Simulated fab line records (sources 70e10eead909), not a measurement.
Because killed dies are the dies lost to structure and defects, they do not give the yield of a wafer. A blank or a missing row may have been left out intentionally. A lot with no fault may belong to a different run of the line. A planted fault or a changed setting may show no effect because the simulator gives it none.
fab line records	flow nandHarc
[record] lots = 5	wafers = 15	lastDay = 25
route steps=1159 shown A_CONTACT@869 END@1159
lots that met no fault: taken from a fault-free run of the same line
startH: hours from the record's opening day to when the first of the lot's shown wafers began	waitH: how many hours have passed since the lot's step before this one	" unchanged from the row above	L1.1+2: a row that stands for several wafers	- no value, or no start given	* or withheld: withheld	< > ~ a bound
route shown NAME@n: names a module that has steps shown in the file, with the first one's number in the route	usual: the fault-free wafers' mean and standard deviation	same: alike in all rows	chamber/n: place in a boat	sites: each site's reading	_std_site: the standard deviation of these	_edge_site: the outer-site mean with the inner-site mean subtracted	radiusMm: how far each site lies from the wafer's centre	mask NAME#n: copy n	behind: the tool/chamber that last shaped the wafer	hold: the reason the lot was held/the length of the hold in hours/how it ended	device: names the non-switching transistor (n, p or np)	end of line: at the end of the route, the tests of the same wafers	a step without rows: its recipe alone	killed: dies that structure and defects cost at the first sort, which is not the same as the wafer's yield	map: dies across one wafer; x = killed, . = not, _ = none there
set.NAME: the run value of the setting; set.NAME@STEP: its run value at that earlier step	model.NAME: the simulator's own value behind a step, which no gauge read
lots at some steps of the route; a table a step, a row a wafer
services: when a tool's chamber went out of use (startH, in hours from the record's first day, below 0 if earlier), for how many hours, and the reason
[[steps]]
[step NHARC_A_CONTACT_ETCH_118]
[recipe] sourceW = withheld	pressureMtorr = 20	biasV = 3000	timeS = 94	targetDepthA = 9220	arFlowSccm = withheld	c4f8FlowSccm = withheld	o2FlowSccm = withheld	chemistry = C4F8/O2/Ar
[usual] chamberPressureMTorr = 19.999/0.019
lot.wafer	tool	chamber	startH	waitH	chamberPressureMTorr	rfHoursCounterH
L617.2	harCapEtch-03	0	419.98	0.1	20.013	91
L617.1	"	1	"	"	20.024	91
L617.6	"	0	"	"	19.983	-
L622.2	harCapEtch-01	0	441.85	0.1	19.996	67
L622.3	"	1	"	"	19.986	-
L622.5	"	0	"	"	20.011	-
L628.1	harCapEtch-02	1	495.11	0.1	20.002	33
L628.3	"	0	"	"	19.988	-
L628.6	"	0	"	"	20.044	-
L632.2	harCapEtch-02	1	510.23	0.1	20.011	34
L632.4	"	1	"	"	19.977	-
L632.3	"	0	"	"	19.993	-
L631.1	harCapEtch-01	0	516.60	0.1	20.002	78
L631.2	"	1	"	"	19.976	78
L631.4	"	0	"	"	20.013	-
[step NHARC_A_CONTACT_ETCH_119]
[recipe] sourceW = withheld	pressureMtorr = 20	biasV = 3000	timeS = 94	targetDepthA = 9220	arFlowSccm = withheld	c4f8FlowSccm = withheld	o2FlowSccm = withheld	chemistry = C4F8/O2/Ar
[step NHARC_A_CONTACT_ETCH_120]
[recipe] sourceW = withheld	pressureMtorr = 20	biasV = 3000	timeS = 94	targetDepthA = 9220	arFlowSccm = withheld	c4f8FlowSccm = withheld	o2FlowSccm = withheld	chemistry = C4F8/O2/Ar
[step NHARC_A_CONTACT_ETCH_121]
[recipe] sourceW = withheld	pressureMtorr = 20	biasV = 3000	timeS = 94	targetDepthA = 9220	arFlowSccm = withheld	c4f8FlowSccm = withheld	o2FlowSccm = withheld	chemistry = C4F8/O2/Ar
[step NHARC_A_CONTACT_ETCH_122]
[recipe] sourceW = withheld	pressureMtorr = 20	biasV = 3000	timeS = 95	targetDepthA = 9300	arFlowSccm = withheld	c4f8FlowSccm = withheld	o2FlowSccm = withheld	chemistry = C4F8/O2/Ar
[step NHARC_A_CONTACT_ETCH_123]
[recipe] sourceW = withheld	pressureMtorr = 20	biasV = 400	timeS = 253	targetDepthA = 10900	arFlowSccm = withheld	c4f8FlowSccm = 11.5	o2FlowSccm = 7.2	chemistry = C4F8/O2/Ar
[usual] chamberPressureMTorr = 20.000/0.019
lot.wafer	tool	chamber	startH	waitH	chamberPressureMTorr	rfHoursCounterH
L617.2	harCapEtch-03	0	420.43	0.1	19.994	91
L617.1	"	1	"	"	19.977	91
L617.6	"	0	"	"	19.967	-
L622.2	harCapEtch-01	0	442.34	0.1	20.008	67
L622.3	"	1	"	"	19.998	-
L622.5	"	0	"	"	19.998	-
L628.1	harCapEtch-02	1	495.56	0.1	19.979	33
L628.3	"	0	"	"	20.021	-
L628.6	"	0	"	"	20.004	-
L632.2	harCapEtch-02	1	510.84	0.1	19.991	34
L632.4	"	1	"	"	20.008	-
L632.3	"	0	"	"	19.994	-
L631.1	harCapEtch-01	0	517.20	0.1	19.974	79
L631.2	"	1	"	"	20.023	79
L631.4	"	0	"	"	20.012	-
[step NHARC_A_CONTACT_ETCH_90]
[recipe] targetDepthA = 400	overEtchFrac = 0.5	timeS = 85.7	ionEnergyEv = 120	ch3fFlowSccm = 50	o2FlowSccm = 30	arFlowSccm = 200	rfW = 500	biasW = 100	chemistry = CH3F/O2
[usual] ch3fFlowSccm = 49.99/0.15	chamberPressureMTorr = 25.000/0.023	drypumpMotorCurrentA = 5.7/0.45	oesProductAu = 0.94/0.034	rfVppV = 243.7/1.9	showerheadPlenumPTorr = 2.41/0.12	throttleValvePct = 20.662/0.01
lot.wafer	tool	chamber	startH	waitH	ch3fFlowSccm	chamberPressureMTorr	drypumpMotorCurrentA	oesProductAu	rfHoursCounterH	rfVppV	showerheadPlenumPTorr	throttleValvePct
L617.2	rieDiel-03	1	421.03	0.5	49.80	25.035	5.4	0.97	2	245.9	2.62	20.667
L617.1	"	0	"	"	49.93	24.980	5.8	0.94	2	243.7	2.39	20.671
L617.6	"	2	"	"	50.09	24.985	5.8	0.96	-	243.8	2.47	20.657
L622.2	rieDiel-03	1	442.93	0.5	49.96	25.012	5.4	1.01	7	247.7	2.62	20.667
L622.3	"	2	"	"	50.20	25.042	5.8	0.99	7	247.5	2.47	20.658
L622.5	"	1	"	"	49.93	25.007	5.4	1.01	-	246.5	2.62	20.681
L628.1	rieDiel-03	1	496.18	0.6	49.99	25.011	5.4	1.02	19	246.7	2.61	20.651
L628.3	"	2	"	"	50.06	25.037	5.8	1.00	19	245.6	2.46	20.657
L628.6	"	0	"	"	50.11	25.033	5.9	1.00	-	243.0	2.38	20.672
L632.2	rieDiel-08	0	511.56	0.7	50.09	24.992	5.4	0.99	10	243.6	2.32	20.657
L632.3	"	1	"	"	49.80	24.981	6.0	1.03	11	246.2	2.66	20.651
L632.4	"	2	"	"	50.11	25.001	5.0	1.00	11	242.2	2.31	20.662
L631.1	rieDiel-03	3	517.92	0.6	49.93	25.020	6.5	0.92	22	242.0	2.33	20.667
L631.4	"	0	"	"	50.08	24.986	5.8	0.93	17	243.4	2.38	20.664
L631.2	"	1	"	"	50.13	24.961	5.4	0.93	22	245.6	2.61	20.658
[step NHARC_A_CONTACT_ETCH_96]
[recipe] targetDepthA = 200	overEtchFrac = 0.5	timeS = 10	ionEnergyEv = 250	c4f6FlowSccm = 25	o2FlowSccm = 20	arFlowSccm = 500	rfW = 600	biasW = 500	chemistry = C4F6/O2
[step NHARC_A_CONTACT_CD_MEAS_53]
[usual] cdNm = 189.8/0.82
lot.wafer	tool	chamber	startH	waitH	cdNm
L617.1	cdSem-01	-	421.25	-	190.4
L617.2	"	-	"	"	189.5
L617.6	"	-	"	"	189.4
L622.2	cdSem-02	-	443.15	-	189.8
L622.3	"	-	"	"	189.5
L622.5	"	-	"	"	190.3
L628.1	cdSem-01	-	496.39	-	192.1
L628.3	"	-	"	"	190.8
L628.6	"	-	"	"	191.9
L632.2	cdSem-03	-	511.77	-	189.7
L632.3	"	-	"	"	189.4
L632.4	"	-	"	"	190.0
L631.1	cdSem-03	-	518.13	-	189.5
L631.2	"	-	"	"	190.1
L631.4	"	-	"	"	190.4
[step NHARC_A_CONTACT_STRIP_99]
[recipe] n2FlowSccm = 150	h2FlowSccm = 150	arFlowSccm = 0	biasW = 0	chemistry = N2/H2
[step NHARC_A_CONTACT_STRIP_100]
[recipe] cf4FlowSccm = 100	chf3FlowSccm = 30	arFlowSccm = 0	biasW = 0	chemistry = CF4/CHF3
[step NHARC_A_CONTACT_STRIP_101]
[recipe] o2FlowSccm = 400	cosFlowSccm = 20	arFlowSccm = 0	biasW = 0	chemistry = O2/COS
[step NHARC_A_CONTACT_ETCH_102]
[recipe] targetDepthA = 700	overetchA = 70	timeS = 38.5	ionEnergyEv = 100	cf4FlowSccm = 80	o2FlowSccm = 20	arFlowSccm = 0	rfW = 300	biasW = 100	chemistry = CF4/O2
[usual] chamberPressureMTorr = 29.996/0.027	drypumpMotorCurrentA = 5.8/0.46	oesProductAu = 1.000/0.012	rfVppV = 197.3/1.5	showerheadPlenumPTorr = 1.31/0.065	throttleValvePct = 13.398/0.0089
lot.wafer	tool	chamber	startH	waitH	chamberPressureMTorr	drypumpMotorCurrentA	oesProductAu	rfHoursCounterH	rfVppV	showerheadPlenumPTorr	throttleValvePct
L617.2	rieDiel-03	2	421.55	0.1	30.011	5.8	1.000	2	197.9	1.34	13.397
L617.1	"	3	"	"	30.010	6.5	1.005	3	195.3	1.27	13.395
L617.6	"	1	"	"	29.975	5.4	1.007	-	200.6	1.42	13.401
L622.2	rieDiel-13	1	443.48	0.1	30.009	6.0	1.002	64	196.8	1.29	13.391
L622.3	"	2	"	"	30.032	5.0	0.974	64	197.7	1.30	13.411
L622.5	"	0	"	"	29.975	6.2	1.003	-	196.3	1.25	13.392
L628.1	rieDiel-03	2	496.81	0.1	30.006	5.8	0.998	19	198.3	1.34	13.393
L628.3	"	3	"	"	29.986	6.5	0.992	19	197.5	1.27	13.390
L628.6	"	2	"	"	29.982	5.8	0.983	-	196.9	1.34	13.397
L632.4	rieDiel-03	1	512.06	0.1	29.970	5.4	1.013	20	198.8	1.42	13.397
L632.2	"	2	"	"	29.979	5.8	1.003	21	198.0	1.34	13.394
L632.3	"	3	"	"	29.956	6.5	1.001	21	196.1	1.27	13.406
L631.2	rieDiel-13	3	518.48	0.1	30.022	6.1	0.966	21	199.5	1.41	13.399
L631.1	"	1	"	"	29.965	6.0	1.008	19	197.3	1.28	13.378
L631.4	"	2	"	"	30.036	5.0	1.013	19	197.4	1.29	13.392
[step NHARC_A_CONTACT_STRIP_55]
[recipe] o2FlowSccm = 500	arFlowSccm = 0	biasW = 0	chemistry = O2
[step NHARC_A_CONTACT_STRIP_56]
[recipe] timeS = 600	tempC = 30	chemistry = postEtchResidueRemover
[step NHARC_A_CONTACT_DEP_57]
[recipe] targetThkA = 28000	tempC = 400	material = aC
[step NHARC_A_CONTACT_DEP_58]
[recipe] targetThkA = 600	targetThkNm = 60	tempC = 400	pressureTorr = 3.5	flowSccm = 200	rfW = 350	material = SiON
[step NHARC_A_CONTACT_DEHYDRATE_59]
[recipe] tempC = 150	timeS = 120
[step NHARC_A_CONTACT_HMDS_60]
[recipe] timeS = 30
[step NHARC_A_CONTACT_COAT_61]
[recipe] tempC = 260	timeS = 75
[step NHARC_A_CONTACT_COAT_62]
[recipe] tempC = 225	timeS = 65
[step NHARC_A_CONTACT_COAT_63]
[recipe] spinRpm = 1500	resistThkNm = 90
[step NHARC_A_CONTACT_SOFTBAKE_64]
[recipe] tempC = 105	timeS = 55
[step NHARC_A_CONTACT_EBR_65]
[step NHARC_A_CONTACT_EXPOSE_66]
[recipe] na = 1.35	sigmaOuter = 0.8	doseMj = 59.02	maskId = A_CC_2
[step NHARC_A_CONTACT_PEB_67]
[recipe] pebTempC = 100	pebTimeS = 65
[step NHARC_A_CONTACT_DEVELOP_68]
[recipe] developTimeS = 35	devTempC = 23
[step NHARC_A_CONTACT_CD_MEAS_69]
[recipe] targetCdNm = 200	landingEnergyEv = 500
[usual] cdNm = 200.3/0.69
lot.wafer	tool	chamber	startH	waitH	cdNm
L617.1	cdSem-02	0	426.10	-	201.1
L617.2	"	0	"	"	200.1
L617.6	"	0	"	"	200.4
L622.2	cdSem-02	0	446.86	-	199.9
L622.3	"	0	"	"	200.8
L622.5	"	0	"	"	200.3
L628.1	cdSem-02	0	499.92	-	200.1
L628.3	"	0	"	"	199.9
L628.6	"	0	"	"	200.7
L632.2	cdSem-02	0	516.25	-	200.1
L632.3	"	0	"	"	199.9
L632.4	"	0	"	"	200.2
L631.1	cdSem-01	0	522.24	-	199.5
L631.2	"	0	"	"	200.1
L631.4	"	0	"	"	200.5
[step NHARC_A_CONTACT_OVL_MEAS_70]
[usual] overlayXNm = -0.2/0.7	overlayYNm = 0.1/0.75
lot.wafer	tool	chamber	startH	waitH	overlayXNm	overlayYNm
L617.1	overlay-01	-	426.19	-	0.1	-0.3
L617.2	"	-	"	"	-0.3	-0.2
L617.6	"	-	"	"	-0.7	-0.2
L622.2	overlay-01	-	446.95	-	0.4	-0.6
L622.3	"	-	"	"	-0.2	-0.3
L622.5	"	-	"	"	0.3	-0.4
L628.1	overlay-01	-	500.01	-	0.4	0.4
L628.3	"	-	"	"	0.3	-0.1
L628.6	"	-	"	"	0.0	0.2
L632.2	overlay-01	-	516.34	-	-1.0	1.3
L632.3	"	-	"	"	-0.8	0.7
L632.4	"	-	"	"	-0.6	0.9
L631.1	overlay-01	-	522.33	-	1.7	-0.4
L631.2	"	-	"	"	1.5	-0.4
L631.4	"	-	"	"	1.9	-0.5
[step NHARC_A_CONTACT_DESCUM_74]
[recipe] timeS = 3	o2FlowSccm = 200	arFlowSccm = 0	biasPowerW = 0	chemistry = O2
[usual] chamberPressureMTorr = 60.01/0.058	drypumpMotorCurrentA = 5.7/0.46	oesProductAu = 0.998/0.014	rfVppV = 57.6/0.88	showerheadPlenumPTorr = 1.87/0.093	throttleValvePct = 11.311/0.0086
lot.wafer	tool	chamber	startH	waitH	chamberPressureMTorr	drypumpMotorCurrentA	oesProductAu	rfHoursCounterH	rfVppV	showerheadPlenumPTorr	throttleValvePct
L617.2	rieDiel-08	1	426.30	0.1	59.98	6.0	1.011	46	56.9	1.78	11.320
L617.1	"	2	"	"	60.00	5.0	0.983	44	57.2	1.80	11.308
L617.6	"	1	"	"	59.99	6.0	1.011	-	57.0	1.78	11.314
L622.2	rieDiel-08	0	447.04	0.1	59.99	5.4	0.972	47	57.4	1.81	11.314
L622.3	"	2	"	"	60.02	5.0	0.984	51	55.9	1.80	11.318
L622.5	"	0	"	"	59.97	5.4	0.988	-	55.9	1.81	11.313
L628.3	rieDiel-13	2	500.12	0.1	59.99	5.0	0.998	14	58.5	1.85	11.308
L628.1	"	0	"	"	60.11	6.2	0.987	16	56.3	1.79	11.323
L628.6	"	2	"	"	59.94	5.0	1.004	-	58.7	1.85	11.309
L632.4	rieDiel-08	0	516.44	0.1	59.95	5.4	1.002	11	58.6	1.80	11.305
L632.2	"	2	"	"	59.95	5.0	1.006	12	57.1	1.79	11.316
L632.3	"	3	"	"	59.98	5.3	1.000	12	58.8	2.07	11.296
L631.2	rieDiel-03	0	522.43	0.1	59.97	5.8	1.009	19	58.2	1.85	11.312
L631.4	"	1	"	"	59.96	5.4	1.020	23	58.5	2.03	11.319
L631.1	"	2	"	"	59.99	5.8	1.011	23	57.4	1.91	11.313
[step NHARC_A_CONTACT_ETCH_75]
[recipe] targetDepthA = 390	overEtchFrac = 0.3	timeS = 65	ionEnergyEv = 80	cf4FlowSccm = 150	arFlowSccm = 0	rfW = 300	biasW = 100	chemistry = CF4
[step NHARC_A_CONTACT_ETCH_76]
[recipe] targetDepthA = 2600	overEtchFrac = 0.3	timeS = 475.3	ionEnergyEv = 200	n2FlowSccm = 150	h2FlowSccm = 150	arFlowSccm = 0	rfW = 400	biasW = 150	chemistry = N2/H2
[step NHARC_A_CONTACT_ETCH_77]
[recipe] targetDepthA = 726	timeS = 36.3	cf4FlowSccm = 100	chf3FlowSccm = 30	arFlowSccm = 0	rfW = 500	biasW = 200	chemistry = CF4/CHF3
[usual] chamberPressureMTorr = 25.002/0.025	drypumpMotorCurrentA = 5.8/0.45	oesProductAu = 0.939/0.02	rfVppV = 369.4/2.5	showerheadPlenumPTorr = 1.54/0.074	throttleValvePct = 16.804/0.01
lot.wafer	tool	chamber	startH	waitH	chamberPressureMTorr	drypumpMotorCurrentA	oesProductAu	rfHoursCounterH	rfVppV	showerheadPlenumPTorr	throttleValvePct
L617.2	rieDiel-08	2	-	-	24.972	5.0	0.916	44	367.1	1.49	16.830
L617.1	"	3	"	"	24.951	5.3	0.948	43	366.8	1.46	16.795
L617.6	"	1	"	"	24.981	6.0	0.945	-	367.1	1.47	16.799
L622.2	rieDiel-08	0	-	-	24.998	5.4	0.924	48	368.2	1.49	16.789
L622.3	"	1	"	"	24.979	6.0	0.935	53	366.7	1.47	16.813
L622.5	"	3	"	"	25.047	5.3	0.949	-	368.4	1.46	16.812
L628.3	rieDiel-13	1	-	-	24.968	6.0	0.932	14	369.5	1.52	16.807
L628.1	"	2	"	"	24.986	5.0	0.928	14	368.3	1.53	16.820
L628.6	"	1	"	"	24.985	6.0	0.924	-	368.7	1.52	16.809
L632.3	rieDiel-08	2	-	-	25.011	5.0	0.909	13	368.2	1.48	16.800
L632.4	"	3	"	"	25.024	5.3	0.906	12	374.7	1.70	16.808
L632.2	"	0	"	"	24.993	5.4	0.913	12	366.6	1.49	16.808
L631.1	rieDiel-03	3	-	-	24.995	6.5	0.966	24	368.2	1.49	16.812
L631.2	"	0	"	"	25.036	5.9	0.957	19	367.9	1.52	16.789
L631.4	"	1	"	"	24.981	5.4	0.977	24	374.2	1.67	16.808
[step NHARC_A_CONTACT_ETCH_78]
[recipe] targetDepthA = 28000	overEtchFrac = 0.3	timeS = 728	ionEnergyEv = 150	o2FlowSccm = 400	cosFlowSccm = 20	arFlowSccm = 0	rfW = 500	biasW = 300	chemistry = O2/COS
[step NHARC_A_CONTACT_ETCH_124]
[recipe] sourceW = withheld	pressureMtorr = 20	biasV = withheld	timeS = 140	targetDepthA = 7000	arFlowSccm = withheld	c4f8FlowSccm = withheld	o2FlowSccm = withheld	chemistry = C4F8/O2/Ar
[step NHARC_A_CONTACT_ETCH_125]
[recipe] sourceW = withheld	pressureMtorr = 20	biasV = 1200	timeS = 155	targetDepthA = 9560	arFlowSccm = withheld	c4f8FlowSccm = withheld	o2FlowSccm = withheld	chemistry = C4F8/O2/Ar
[step NHARC_A_CONTACT_ETCH_126]
[recipe] sourceW = withheld	pressureMtorr = 20	biasV = 1200	timeS = 155	targetDepthA = 9560	arFlowSccm = withheld	c4f8FlowSccm = withheld	o2FlowSccm = withheld	chemistry = C4F8/O2/Ar
[step NHARC_A_CONTACT_ETCH_127]
[recipe] sourceW = withheld	pressureMtorr = 20	biasV = 1200	timeS = 155	targetDepthA = 9560	arFlowSccm = withheld	c4f8FlowSccm = withheld	o2FlowSccm = withheld	chemistry = C4F8/O2/Ar
[step NHARC_A_CONTACT_ETCH_128]
[recipe] sourceW = withheld	pressureMtorr = 20	biasV = 1200	timeS = 155	targetDepthA = 9560	arFlowSccm = withheld	c4f8FlowSccm = withheld	o2FlowSccm = withheld	chemistry = C4F8/O2/Ar
[step NHARC_A_CONTACT_ETCH_129]
[recipe] sourceW = withheld	pressureMtorr = 20	biasV = 1200	timeS = 155	targetDepthA = 9560	arFlowSccm = withheld	c4f8FlowSccm = withheld	o2FlowSccm = withheld	chemistry = C4F8/O2/Ar
[step NHARC_A_CONTACT_ETCH_130]
[recipe] sourceW = withheld	pressureMtorr = 20	biasV = 1200	timeS = 155	targetDepthA = 9560	arFlowSccm = withheld	c4f8FlowSccm = withheld	o2FlowSccm = withheld	chemistry = C4F8/O2/Ar
[step NHARC_END_SORT_01]
[recipe] tempC = 25
[usual] killedAtArray = 27/11	killedAtOther = 0.7/1.1	killedAtPeriphery = 3.6/2.4	killedDies = 32/11	killedOpen = 3.3/1.8	killedShort = 2.1/1.5
[same] grossDies = 677
lot.wafer	tool	chamber	startH	waitH	killedAtArray	killedAtOther	killedAtPeriphery	killedDies	killedOpen	killedShort
L617.1	prober-01	0	494.46	2.6	19	0	3	22	2	1
L617.2	prober-01	0	495.25	2.8	109	0	1	110	1	0
L617.6	prober-01	0	498.39	3.9	30	0	5	35	9	1
L622.2	prober-01	0	518.56	2.8	18	1	5	24	4	6
L622.3	prober-01	0	519.37	3.1	33	0	2	35	5	3
L622.5	prober-01	0	520.97	3.7	24	0	2	26	4	0
// killed by level:class
L617.1 A_STAIRCASE:chamberFilmFlake=5 A_SLIT:chamberFilmFlake=5 A_CHANNEL_HOLE_D1:chamberFilmFlake=3 A_CONTACT:chamberFilmFlake=3 P_ZERO_WELL:chamberFilmFlake=2 A_CHANNEL_FILL_D1:geometricParticle:short=1 A_SGD_CUT:geometricParticle:open=1 A_CONTACT:geometricParticle:open=1
L617.2 A_CONTACT:unspecified=82 A_SLIT:chamberFilmFlake=10 A_STAIRCASE:chamberFilmFlake=8 A_CHANNEL_HOLE_D1:chamberFilmFlake=4 A_CONTACT:chamberFilmFlake=3 A_CONTACT:geometricParticle:open=1 P_CONTACT:chamberFilmFlake=1 A_CHANNEL_FILL_D1:chamberFilmFlake=1
L617.6 A_SLIT:chamberFilmFlake=11 A_STAIRCASE:chamberFilmFlake=4 A_CONTACT:geometricParticle:open=3 A_CHANNEL_HOLE_D1:chamberFilmFlake=3 A_CONTACT:chamberFilmFlake=3 P_STI:geometricParticle:open=1 P_M0:geometricParticle:open=1 A_SOURCE_PLATE:geometricParticle:open=1
L622.2 A_CONTACT:chamberFilmFlake=5 A_CHANNEL_HOLE_D1:chamberFilmFlake=4 A_WL_FILL:chamberFilmFlake=3 P_CONTACT:geometricParticle:short=1 P_CONTACT:geometricParticle:open=1 P_M1:geometricParticle:short=1 P_M2:geometricParticle:short=1 A_CHANNEL_FILL_D1:geometricParticle:short=1
L622.3 A_CHANNEL_HOLE_D1:chamberFilmFlake=17 A_CONTACT:chamberFilmFlake=4 A_CHANNEL_FILL_D1:geometricParticle:open=3 A_WL_FILL:chamberFilmFlake=3 A_STAIRCASE:chamberFilmFlake=2 P_CONTACT:geometricParticle:open=1 A_CHANNEL_FILL_D1:geometricParticle:short=1 A_WL_FILL:geometricParticle:short=1
L622.5 A_CHANNEL_HOLE_D1:chamberFilmFlake=14 A_CONTACT:chamberFilmFlake=5 A_STAIRCASE:chamberFilmFlake=2 P_GATE:geometricParticle:open=1 P_CONTACT:geometricParticle:open=1 A_ONON_D1:geometricParticle:open=1 A_CONTACT:geometricParticle:open=1 A_SLIT:chamberFilmFlake=1
// map L617.2 (x killed, . not)
____________.____________
_________......._________
_______..........._______
______.......x..x..______
_____...........x..._____
____.................____
____.................____
___.........x.........___
___......x............___
__.....................__
__..x.................x__
_x...x.................._
_.....x..x...........x.._
_.....x............x...._
_.....x..x..x......x..x._
_..x.x..........x.xx.xxx_
.......x..........xxxxxx.
.....x..........xxxxxxxx.
.........x.......xxxxxxxx
.................xxxxxxxx
.................xxxxxxxx
_...............xxxxxxxx_
_................xxxxxxx_
_................xxxxxxx_
_.................xxxxxx_
_.................xxxxxx_
__.........x.......x.x.__
__.........x.........x.__
___...................___
___........xx.........___
____................x____
____.................____
_____..............._____
______.............______
_______..........._______
_________......._________
____________.____________
// map L628.1 (x killed, . not)
____________.____________
_________.....x._________
_______x..x......._______
______.............______
_____..............._____
____.x..........x....____
____.................____
___........x..........___
___..............x....___
__.....................__
__........x........x...__
_......................._
_........x...........x.._
_......................._
_..x..x................._
_....x.....x....x......._
.....xx.x................
......x..................
.......x..........x......
.....x.....x...........x.
.........................
_....................xx._
_......................._
_...........x.x........._
_..........x............_
_..............x........_
__........x.....x......__
__............x.x......__
___..........x.x......___
___..........xxxx.....___
____..........xxx....____
____...........x..x..____
_____......xx......._____
______.............______
_______.......x..._______
_________......._________
____________.____________
[[services]]
tool	chamber	startH	hours	kind
rieDiel-03	0	401.31	-	clean
rieDiel-03	1	401.31	-	clean
rieDiel-03	2	401.31	-	clean
rieDiel-03	2	401.31	-	consumableReplace:focusRing
rieDiel-03	3	401.31	-	clean
rieDiel-03	0	425.81	-	clean
rieDiel-03	1	425.81	-	clean
rieDiel-03	2	425.81	-	clean
rieDiel-03	3	425.81	-	clean
rieDiel-03	0	443.50	13.9	repair
rieDiel-03	1	450.51	-	clean
rieDiel-03	2	450.51	-	clean
rieDiel-03	3	450.51	-	clean
rieDiel-13	-	453.05	9.0	pm
rieDiel-03	3	454.87	3.4	repair
harCapEtch-02	-	456.12	2.6	repair
rieDiel-03	0	475.01	-	clean
rieDiel-03	1	475.01	-	clean
rieDiel-03	2	475.01	-	clean
rieDiel-03	3	475.01	-	clean
rieDiel-08	-	478.98	9.0	pm
rieDiel-13	3	489.67	2.4	repair
rieDiel-03	0	499.51	-	clean
rieDiel-03	1	499.51	-	clean
[[key]]
[firstSign] step = NHARC_END_SORT_01	reading = killedAtArray	direction = up	sigmas = 7.5	usual = 27	struck = 109
[effect] step = NHARC_END_SORT_01	reading = killedDies	direction = up	sigmas = 7.1	usual = 32	struck = 110
[moreKillsBornAt] NHARC_A_CONTACT_ETCH_102@rieDiel-03 = 82
metAt NHARC_A_CONTACT_ETCH_102
struckWafers L617.2
testerLeftOut L617
[fault] kind = chamberParticleSource	tool = rieDiel-03	chamber = 2	onsetH = 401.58	steps = NHARC_A_CONTACT_ETCH_102	ratePerVisitCm2 = 0.93022	endH = 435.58
// testerLeftOut: of these lots the tester's yield and bins aren't shown, on N5 and GAA mostly nor the transistor test; their killed dies are dies lost to structure and defects alone, not to doping, threshold or leakage, so they don't give the yield
